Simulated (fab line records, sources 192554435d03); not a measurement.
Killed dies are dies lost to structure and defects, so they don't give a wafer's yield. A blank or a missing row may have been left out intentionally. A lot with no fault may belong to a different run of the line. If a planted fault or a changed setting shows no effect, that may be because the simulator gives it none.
Split-lot study | flow n5 finfet | 39 wafers read from 7 lots, route of 1938 steps

== SPLIT DETAILS ==
At N5_BEOL_M5_HM_DEP_02 (deposits TiN, target thk 20 nm), the setting target thk a was moved away from the recipe's 200 angstrom on 18 of the 39 wafers read, by -54.5% to +42.7%. The other wafers ran this setting at the recipe's value.

== FROM THE SPLIT TO THE READING: what the file shows between them, 4 steps ==
- N5_BEOL_M5_COAT_59: time 60 s, resist thk 60 nm
- N5_BEOL_M5_COAT_60: time 60 s, resist thk 12 nm
- N5_BEOL_M5_STRIP_73: strips in N2/H2
- N5_BEOL_M5_STRIP_64: strips in CF4

== THE READING ==
etch.depth nm (the simulator's own value, which no gauge read), in nm, at N5_BEOL_M5_HM_OPEN_17 (chemistry Cl2/BCl3, target TiN, target depth 20 nm, overetch 6 nm). The file gives no usual value for it. Across the 21 wafers here that went through the recipe, the average is 20.045 nm and the standard deviation 0.23 nm.

wafer  | tool, chamber at the split | target thk a as run, angstrom | against the recipe | etch.depth nm, nm | against lot-mates on the recipe
L074.1 | pvd sputter-03, -          | 200                           | recipe             | 19.97             | -
L074.2 | pvd sputter-03, -          | 200                           | recipe             | 20.1              | -
L074.3 | pvd sputter-03, -          | 200                           | recipe             | 19.84             | -
L074.4 | pvd sputter-03, -          | 285.4                         | +42.7%             | 26.94             | +6.970
L074.5 | pvd sputter-03, -          | 285.4                         | +42.7%             | 25.67             | +5.700
L074.6 | pvd sputter-03, -          | 285.4                         | +42.7%             | 26.71             | +6.740
L087.1 | pvd sputter-02, -          | 200                           | recipe             | 20.13             | -
L087.2 | pvd sputter-02, -          | 144.8                         | -27.6%             | 14.15             | -6.127
L087.3 | pvd sputter-02, -          | 200                           | recipe             | 20.3              | -
L087.4 | pvd sputter-02, -          | 144.8                         | -27.6%             | 14.09             | -6.187
L087.5 | pvd sputter-02, -          | 144.8                         | -27.6%             | 14.22             | -6.057
L087.6 | pvd sputter-02, -          | 200                           | recipe             | 20.4              | -
L088.1 | pvd sputter-03, -          | 200                           | recipe             | 20.06             | -
L088.5 | pvd sputter-03, -          | 200                           | recipe             | 20.06             | -
L088.6 | pvd sputter-03, -          | 200                           | recipe             | 20                | -
L089.1 | pvd sputter-01, -          | 200                           | recipe             | 20.19             | -
L089.2 | pvd sputter-01, -          | 251.9                         | +26.0%             | 24.83             | +4.650
L089.3 | pvd sputter-01, -          | 251.9                         | +26.0%             | 25.23             | +5.050
L089.4 | pvd sputter-01, -          | 251.9                         | +26.0%             | 24.91             | +4.730
L089.5 | pvd sputter-01, -          | 200                           | recipe             | 20.31             | -
L089.6 | pvd sputter-01, -          | 200                           | recipe             | 20.04             | -
L090.1 | pvd sputter-03, -          | 281.5                         | +40.8%             | 25.14             | +4.907
L090.2 | pvd sputter-03, -          | 281.5                         | +40.8%             | 25.55             | +5.317
L090.3 | pvd sputter-03, -          | 200                           | recipe             | 20.22             | -
L090.4 | pvd sputter-03, -          | 200                           | recipe             | 20.24             | -
L090.6 | pvd sputter-03, -          | 200                           | recipe             | 20.24             | -
L090.5 | pvd sputter-03, -          | 281.5                         | +40.8%             | 25.13             | +4.897
L095.1 | pvd sputter-02, -          | 111                           | -44.5%             | 11.39             | -8.507
L095.2 | pvd sputter-02, -          | 200                           | recipe             | 20.04             | -
L095.3 | pvd sputter-02, -          | 200                           | recipe             | 19.64             | -
L095.4 | pvd sputter-02, -          | 111                           | -44.5%             | 10.77             | -9.127
L095.5 | pvd sputter-02, -          | 200                           | recipe             | 20.01             | -
L095.6 | pvd sputter-02, -          | 111                           | -44.5%             | 10.65             | -9.247
L097.1 | pvd sputter-01, -          | 90.91                         | -54.5%             | 8.611             | -11.106
L097.2 | pvd sputter-01, -          | 200                           | recipe             | 19.73             | -
L097.3 | pvd sputter-01, -          | 90.91                         | -54.5%             | 9.097             | -10.620
L097.4 | pvd sputter-01, -          | 200                           | recipe             | 19.42             | -
L097.5 | pvd sputter-01, -          | 200                           | recipe             | 20                | -
L097.6 | pvd sputter-01, -          | 90.91                         | -54.5%             | 8.948             | -10.769

FIT RESULTS
A straight line over all 39 wafers: etch.depth nm changes by +0.181 nm for each +1% of target thk a; r = +0.99; the points scatter about the line by 0.79 nm.
The same after taking each lot's own level away (the mean of its wafers on the recipe; 39 wafers): +0.178 nm for each +1%; r = +0.99; scatter 0.77 nm.
That fit puts the effect of the largest move of target thk a on the reading at 9.7 nm.
Across the lots, their own levels run from 19.7167 to 20.2767 nm, a range of 2.4 times the standard deviation given above.
Hence the lot-to-lot level has little effect on the slope; both slopes agree.
Check: -10.1 nm against its lot-mates is what the line predicts for one of the wafers moved furthest among these (-54.5%) when that wafer is left out of the fit. It came out at -11.1 nm against them.

== OTHER SPLITS ON THESE WAFERS ==
These wafers also went through other splits before the reading. Each is held against what the fit with the lots' levels taken away leaves over:
other split on the same wafers   | wafers away from the commonest value | r with etch.depth nm (lot level and that fit taken away)
N5_HKMG_FIN_ALD_91 ald cycles    | 15                                   | -0.17
N5_BEOL_M0_SAQP_DESCUM_19 time s | 18                                   | +0.08
N5_BEOL_M2_TRENCH_ETCH_37 time s | 15                                   | -0.21

== THE WHOLE CHAIN: every reading that the file lists as answering this split, in the file's order ==
step                  | what it does                                                      | reading                                                                          | change (the file's fit)               | r (the file's)
N5_BEOL_M5_HM_DEP_02  | deposits TiN, target thk 20 nm                                    | TiN_of_BEOL_M5_HM_DEP_02.thk nm (the simulator's own value, which no gauge read) | +0.201 nm for each +1% of the setting | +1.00
N5_BEOL_M5_HM_OPEN_17 | chemistry Cl2/BCl3, target TiN, target depth 20 nm, overetch 6 nm | etch.depth nm (the simulator's own value, which no gauge read)                   | +0.179 nm for each +1% of the setting | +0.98

== FILE'S OWN FIT ==
etch.depth nm changes by +0.179 nm for each +1% of target thk a, r = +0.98.
